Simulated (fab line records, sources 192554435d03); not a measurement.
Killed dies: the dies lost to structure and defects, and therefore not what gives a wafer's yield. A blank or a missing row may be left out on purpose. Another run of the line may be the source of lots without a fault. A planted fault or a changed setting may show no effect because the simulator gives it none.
Split-lot study    flow n5Finfet    21 wafers read from 7 lots, route of 1938 steps

== ON THE SPLIT ==
At N5_BEOL_M5_COAT_66 (time 60 s, resist thk 12 nm), the setting spinRpm was moved away from the recipe's 1500 rpm on 6 of the 21 wafers read, by -5.5% to +11.1%. The other wafers ran this setting at the recipe's value.

The reading is taken at the split's own step.

== THE READING ==
SiARC_of_BEOL_M5_COAT_66.thkNm (the simulator's own value, which no gauge read), in nm, at N5_BEOL_M5_COAT_66 (time 60 s, resist thk 12 nm). No usual value for it is given in the file.

wafer   tool, chamber at the split  spinRpm as run, rpm  against the recipe  SiARC_of_BEOL_M5_COAT_66.thkNm, nm  against lot-mates on the recipe
L076.1  lithoTrack-04, 0            1500                 recipe              12                                  -
L076.4  lithoTrack-04, 0            1500                 recipe              12                                  -
L076.6  lithoTrack-04, 0            1500                 recipe              12                                  -
L077.4  lithoTrack-01, 0            1500                 recipe              12                                  -
L077.6  lithoTrack-01, 0            1500                 recipe              12                                  -
L077.5  lithoTrack-01, 0            1666                 +11.1%              11.4                                -0.6
L078.1  lithoTrack-01, 0            1614                 +7.6%               11.6                                -0.4
L078.3  lithoTrack-01, 0            1500                 recipe              12                                  -
L078.5  lithoTrack-01, 0            1500                 recipe              12                                  -
L083.2  lithoTrack-04, 0            1500                 recipe              12                                  -
L083.4  lithoTrack-04, 0            1500                 recipe              12                                  -
L083.6  lithoTrack-04, 0            1500                 recipe              12                                  -
L089.2  lithoTrack-05, 0            1500                 recipe              12                                  -
L089.4  lithoTrack-05, 0            1500                 recipe              12                                  -
L089.6  lithoTrack-05, 0            1500                 recipe              12                                  -
L090.1  lithoTrack-05, 0            1500                 recipe              12                                  -
L090.5  lithoTrack-05, 0            1500                 recipe              12                                  -
L090.3  lithoTrack-05, 0            1572                 +4.8%               11.6                                -0.4
L096.2  lithoTrack-04, 0            1417                 -5.5%               12.4                                no lot-mate on the recipe
L096.5  lithoTrack-04, 0            1417                 -5.5%               12.4                                no lot-mate on the recipe
L096.6  lithoTrack-04, 0            1417                 -5.5%               12.4                                no lot-mate on the recipe

THE FIT
A straight line over all 21 wafers: SiARC_of_BEOL_M5_COAT_66.thkNm changes by -0.0621 nm for each +1% of spinRpm; r = -0.99; the points scatter about the line by 0.04 nm.
The same after taking each lot's own level away (the mean of its wafers on the recipe; 18 wafers): -0.0566 nm for each +1%; r = -0.98; scatter 0.033 nm.
The reading moves by 0.63 nm for the largest change in spinRpm, on that fit.
The lots' own levels span 12.00 to 12.00 nm.
The two slopes are in agreement: the lot-to-lot level therefore moves the slope only a little.
Check: -0.678 nm against its lot-mates is what the line predicts for one of the wafers moved furthest among these (+11.1%) when that wafer is left out of the fit. It came out at -0.6 nm against them.

== THE OTHER SPLITS THESE WAFERS WENT THROUGH ==
Note: prior to the reading, these wafers also went through further splits. Each is held against what the fit with the lots' levels taken away leaves over:
other split on the same wafers     wafers away from the commonest value  r with SiARC_of_BEOL_M5_COAT_66.thkNm (lot level and that fit taken away)
N5_BEOL_M0_SAQP_EXPOSE_11 doseMj   9                                     +0.03
N5_BEOL_M0_SAQP_ETCH_107 sourceW   8                                     -0.57
N5_BEOL_M0_SAQP_COAT_87 spinRpm    8                                     +0.29
N5_BEOL_M1_COAT_05 spinRpm         7                                     -0.25
N5_BEOL_M1_ETCH_64 biasW           5                                     +0.01
N5_BEOL_M2_TRENCH_ETCH_37 sourceW  8                                     +0.19
N5_BEOL_M3_SPUTTER_81 timeS        7                                     +0.00
N5_BEOL_M4_TRENCH_ETCH_37 biasW    9                                     -0.06
N5_BEOL_M5_COAT_05 spinRpm         8                                     -0.56

== THE FILE'S OWN FIT ==
SiARC_of_BEOL_M5_COAT_66.thkNm changes by -0.0571 nm for each +1% of spinRpm, r = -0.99.
